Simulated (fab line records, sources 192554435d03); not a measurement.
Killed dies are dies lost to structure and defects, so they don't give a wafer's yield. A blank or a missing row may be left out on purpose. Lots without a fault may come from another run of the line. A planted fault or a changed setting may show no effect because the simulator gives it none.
Which tool did it? | flow n5_finfet | 11 lots, 33 wafers sampled, at 5 steps of a route of 1938

WHAT THE GAUGES READ, wafer by wafer
N5_BEOL_M2_THK_MEAS_01.
lot  | measured     | on            | M2_ILD_THK (nm)
L899 | day 6 14:49  | film_metro-02 | 79.1 79.7 80.1
L902 | day 6 23:10  | film_metro-01 | 77.6 78.8 78.5
L905 | day 7 21:46  | film_metro-02 | 78.6 79.2 80.8
L904 | day 8 03:10  | film_metro-01 | 77.7 78.4 79.3
L909 | day 9 12:19  | film_metro-01 | 77.8 78.7 77.7
L912 | day 10 11:38 | film_metro-01 | 79.7 79.4 80.4
L914 | day 10 12:14 | film_metro-01 | 78.3 78.5 79.3
L913 | day 10 13:36 | film_metro-01 | 79.0 78.8 79.0
L916 | day 10 16:01 | film_metro-01 | 78.5 79.9 80.1
L918 | day 11 03:59 | film_metro-01 | 80.4 78.9 80.3
L921 | day 12 00:07 | film_metro-02 | 78.2 78.2 80.0

N5_BEOL_M4_RC_MEAS_101.
lot  | measured     | on        | DIBL_N (mV/V)  | DIBL_P (mV/V)  | IOFF_N (nA/um) | IOFF_P (nA/um) | ION_N (uA/um) | ION_P (uA/um) | SS_N (mV/dec)  | SS_P (mV/dec)  | VT_N (mV)   | VT_P (mV)
L899 | day 9 13:01  | prober-01 | 33.9 35.4 35.7 | 34.2 35.7 36.5 | 0.12 0.16 0.17 | 0.17 0.19 0.21 | 659 677 694   | 451 457 467   | 71.3 71.1 70.8 | 73.7 73.4 73.6 | 252 250 246 | -257 -253 -252
L902 | day 9 15:58  | prober-01 | 37.4 36.3 33.0 | 36.8 36.0 32.4 | 0.14 0.13 0.09 | 0.21 0.20 0.15 | 676 670 649   | 465 468 456   | 71.4 71.3 70.2 | 73.0 72.5 72.0 | 254 252 257 | -247 -250 -251
L905 | day 10 19:05 | prober-01 | 35.2 32.3 35.6 | 34.8 32.9 36.0 | 0.14 0.11 0.14 | 0.18 0.16 0.19 | 665 655 667   | 455 454 461   | 71.1 70.3 71.0 | 72.2 71.8 72.8 | 253 254 251 | -255 -252 -254
L904 | day 10 20:53 | prober-02 | 37.0 36.6 34.1 | 39.5 38.0 35.2 | 0.18 0.17 0.13 | 0.26 0.23 0.19 | 667 674 660   | 465 460 463   | 72.0 71.6 71.6 | 74.1 74.1 72.9 | 252 248 254 | -250 -251 -254
L909 | day 12 00:44 | prober-02 | 34.0 36.6 33.7 | 32.1 35.7 32.3 | 0.13 0.18 0.12 | 0.18 0.24 0.18 | 666 673 665   | 458 470 460   | 71.1 72.5 70.4 | 72.2 73.2 72.5 | 253 246 253 | -250 -246 -248
L912 | day 12 06:52 | prober-01 | 37.0 35.4 37.6 | 37.3 34.3 37.9 | 0.17 0.15 0.19 | 0.23 0.19 0.25 | 671 675 684   | 464 463 467   | 72.0 71.1 72.0 | 73.7 72.8 73.7 | 249 248 248 | -248 -253 -249
L914 | day 13 11:36 | prober-02 | 35.1 35.3 35.8 | 36.3 35.5 37.0 | 0.15 0.15 0.16 | 0.22 0.19 0.23 | 664 677 677   | 461 457 463   | 71.1 70.9 71.8 | 73.1 73.1 73.0 | 248 251 250 | -250 -252 -248
L913 | day 13 14:25 | prober-02 | 35.7 36.6 34.8 | 36.3 37.7 36.3 | 0.16 0.17 0.15 | 0.20 0.22 0.20 | 673 665 669   | 466 464 458   | 71.7 72.0 71.0 | 73.6 73.7 73.3 | 251 251 250 | -253 -252 -253
L916 | day 13 14:39 | prober-01 | 36.3 32.1 32.0 | 34.9 30.5 30.6 | 0.13 0.09 0.09 | 0.19 0.14 0.14 | 659 651 647   | 452 450 452   | 71.5 69.7 69.8 | 73.4 72.0 71.9 | 252 258 259 | -250 -256 -254
L918 | day 14 10:02 | prober-02 | 35.0 33.6 33.6 | 35.2 33.7 34.3 | 0.14 0.11 0.12 | 0.18 0.16 0.16 | 658 645 649   | 455 447 451   | 70.9 70.1 70.0 | 72.9 71.8 71.6 | 252 254 255 | -250 -254 -253
L921 | day 15 02:20 | prober-02 | 37.0 37.4 35.2 | 38.6 39.4 37.4 | 0.19 0.20 0.17 | 0.23 0.23 0.21 | 689 696 681   | 460 470 468   | 71.7 72.3 71.6 | 74.1 73.4 73.8 | 247 247 250 | -250 -251 -251

WHICH TOOL RAN EACH LOT (tool, then ch and the chambers of the sampled wafers, then the start)
lot  | N5_BEOL_M1_ANNEAL_91         | N5_BEOL_M1_PRE_CLEAN_60          | N5_BEOL_M2_COAT_61
L899 | pvd_sputter-01, day 6 13:01  | cvd_co-01 ch 0,2, day 6 14:25    | litho_track-03 ch 0, day 6 15:04
L902 | pvd_sputter-03, day 6 21:15  | cvd_co-02 ch 0,1,2, day 6 22:49  | litho_track-03 ch 0, day 6 23:36
L905 | pvd_sputter-01, day 7 19:59  | cvd_co-02 ch 0,2, day 7 21:25    | litho_track-01 ch 0, day 7 22:16
L904 | pvd_sputter-01, day 8 01:24  | cvd_co-01 ch 0,2, day 8 02:49    | litho_track-01 ch 0, day 8 04:01
L909 | pvd_sputter-02, day 9 10:32  | cvd_co-01 ch 1,2, day 9 11:58    | litho_track-01 ch 0, day 9 12:33
L912 | pvd_sputter-03, day 10 09:50 | cvd_co-02 ch 0,1, day 10 11:14   | litho_track-01 ch 0, day 10 12:18
L914 | pvd_sputter-02, day 10 10:28 | cvd_co-01 ch 0,1,2, day 10 11:52 | litho_track-04 ch 0, day 10 12:43
L913 | pvd_sputter-03, day 10 11:40 | cvd_co-01 ch 0,1, day 10 13:12   | litho_track-04 ch 0, day 10 15:13
L916 | pvd_sputter-02, day 10 14:15 | cvd_co-01 ch 0,1, day 10 15:39   | litho_track-04 ch 0, day 10 18:22
L918 | pvd_sputter-02, day 11 02:06 | cvd_co-02 ch 0,2, day 11 03:37   | litho_track-03 ch 0, day 11 06:47
L921 | pvd_sputter-01, day 11 22:22 | cvd_co-02 ch 0,1,2, day 11 23:46 | litho_track-03 ch 0, day 12 02:45
- N5_BEOL_M1_ANNEAL_91: time 240 s.
- N5_BEOL_M1_PRE_CLEAN_60: time 15 s.
- N5_BEOL_M2_COAT_61: time 60 s, resist thk 60 nm.

WHAT THE TOOLS THEMSELVES READ (means of the sampled wafers that have a number; where no wafer has one, the mark that the record gives instead)
N5_BEOL_M1_ANNEAL_91.
lot  | tool           | heater_power_w (W)
L899 | pvd_sputter-01 | 840
L902 | pvd_sputter-03 | 844
L905 | pvd_sputter-01 | 836
L904 | pvd_sputter-01 | 820
L909 | pvd_sputter-02 | 800
L912 | pvd_sputter-03 | 832
L914 | pvd_sputter-02 | 859
L913 | pvd_sputter-03 | 830
L916 | pvd_sputter-02 | 803
L918 | pvd_sputter-02 | 841
L921 | pvd_sputter-01 | 843

N5_BEOL_M1_PRE_CLEAN_60.
lot  | tool      | heater_power_w (W)
L899 | cvd_co-01 | 101
L902 | cvd_co-02 | 85
L905 | cvd_co-02 | 86
L904 | cvd_co-01 | 100
L909 | cvd_co-01 | 93
L912 | cvd_co-02 | 91
L914 | cvd_co-01 | 105
L913 | cvd_co-01 | 116
L916 | cvd_co-01 | 118
L918 | cvd_co-02 | 86
L921 | cvd_co-02 | 84

N5_BEOL_M2_COAT_61.
lot  | tool           | heater_power_total_W (W) | plate_temp_C (C)
L899 | litho_track-03 | 499.6                    | 250.01
L902 | litho_track-03 | 500.0                    | 250.20
L905 | litho_track-01 | 500.1                    | 249.86
L904 | litho_track-01 | 500.5                    | 249.89
L909 | litho_track-01 | 509.2                    | 253.31
L912 | litho_track-01 | 508.9                    | 253.55
L914 | litho_track-04 | 500.9                    | 249.90
L913 | litho_track-04 | 500.8                    | 249.83
L916 | litho_track-04 | 498.3                    | 249.93
L918 | litho_track-03 | 501.1                    | 249.97
L921 | litho_track-03 | 501.3                    | 250.31

THE ANSWER, worked out from the rows above alone
Rule: what is usual is taken from the lots themselves. Put in order of their means at a reading, lots are off if they are a third of the lots or fewer, leave a main group of 4 or more, and stand apart from it by a gap of 3 or more times the standard deviation of the main group's means; of several such gaps the widest counts. A main group whose means are all the same, to the digits that the tables above print for the reading, isn't used. A lot without any number at a reading at which 4 lots or more have one is off too. The other lots that the step has rows for count as sound. The gauges are gone through in route order, then the tools' own readings, and for those a lot's mean is taken as printed above. The first step at which some lot is off is used, and at that step the reading that is off furthest; a lot without a number counts as furthest.
Off: L909, L912, at N5_BEOL_M2_COAT_61 (plate_temp_C). The main group: mean 249.99 C, standard deviation 0.15.
A tool fits if, at that step or a process step before it, it ran every lot that is off, and no sound lot after the first of them. One fits: litho_track-01 at N5_BEOL_M2_COAT_61. Its last sound lot is L904 (day 8 04:01), its first lot that is off L909 (day 9 12:33): a fault that began between those two fits.
The tool's own readings at N5_BEOL_M2_COAT_61 bear it out: on the lots that are off they differ by more than 5 times the standard deviation of the sound lots' means. heater_power_total_W reads 509.0 W there against 500.3 W on the sound lots; plate_temp_C reads 253.43 C there against 249.99 C on the sound lots.

WHAT THE SIMULATOR HAD PUT IN
Process parameter drift: litho_track-01, from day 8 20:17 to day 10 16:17, at N5_BEOL_M2_COAT_61. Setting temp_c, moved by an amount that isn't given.
Lots struck among those shown: L909, L912. The rule above found the same.
